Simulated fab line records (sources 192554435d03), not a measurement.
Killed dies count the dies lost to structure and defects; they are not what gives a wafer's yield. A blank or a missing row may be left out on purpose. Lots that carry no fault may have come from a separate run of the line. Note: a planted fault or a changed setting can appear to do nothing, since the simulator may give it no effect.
Matching of chambers | flow n5Finfet | rieDiel-01 running N5_DUMMY_GATE_STRIP_40: 4 sister chambers
The step strips in CF4. 4 wafers are shown with their chamber, then 11 later ones without.

== WAFERS PAIRED WITH THEIR CHAMBERS ==
wafer  | chamber | showerheadPlenumPTorr (Torr)
L082.6 | 2       | 1.71
L085.4 | 3       | 1.77
L085.6 | 0       | 1.75
L086.2 | 1       | 1.81

== WAFERS MISSING THEIR CHAMBER ==
wafer  | showerheadPlenumPTorr (Torr)
L086.3 | 1.77
L086.6 | 1.77
L087.3 | 1.75
L087.4 | 1.77
L087.6 | 1.81
L097.1 | 1.91
L097.2 | 1.74
L097.6 | 1.76
L096.1 | 1.80
L096.3 | 1.76
L096.6 | 1.91

== THE CHAMBER EACH PASSED THROUGH ==
wafer  | from the rows above               | in truth
L086.3 | can't be placed: 3 or 0 or 1 or 2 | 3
L086.6 | can't be placed: 3 or 0 or 1 or 2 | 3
L087.3 | can't be placed: 0 or 3 or 2 or 1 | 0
L087.4 | can't be placed: 3 or 0 or 1 or 2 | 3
L087.6 | can't be placed: 1 or 3 or 0      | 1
L097.1 | can't be placed: 1 or 3 or 0      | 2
L097.2 | can't be placed: 0 or 2 or 3 or 1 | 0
L097.6 | can't be placed: 0 or 3 or 1 or 2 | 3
L096.1 | can't be placed: 1 or 3 or 0 or 2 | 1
L096.3 | can't be placed: 0 or 3 or 1 or 2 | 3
L096.6 | can't be placed: 1 or 3 or 0      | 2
Correctly placed: 0 of 11. Not placeable from these rows: 11 (in 9, the candidates include the true chamber). 0 placed wrongly.
How it was worked out, from the rows above alone: a wafer's distance from a chamber is the root of the sum, over the readings, of the square of ((its reading less the chamber's mean) divided by the reading's scatter). If the next closest chamber is less than 2 further off than the closest, the wafer can't be placed; otherwise it belongs to the closest. The mean given for a chamber averages the wafers shown for that chamber. The scatter: with one shown wafer a chamber, the root of the mean of the squares of how far each hidden wafer lies from its nearest shown one.
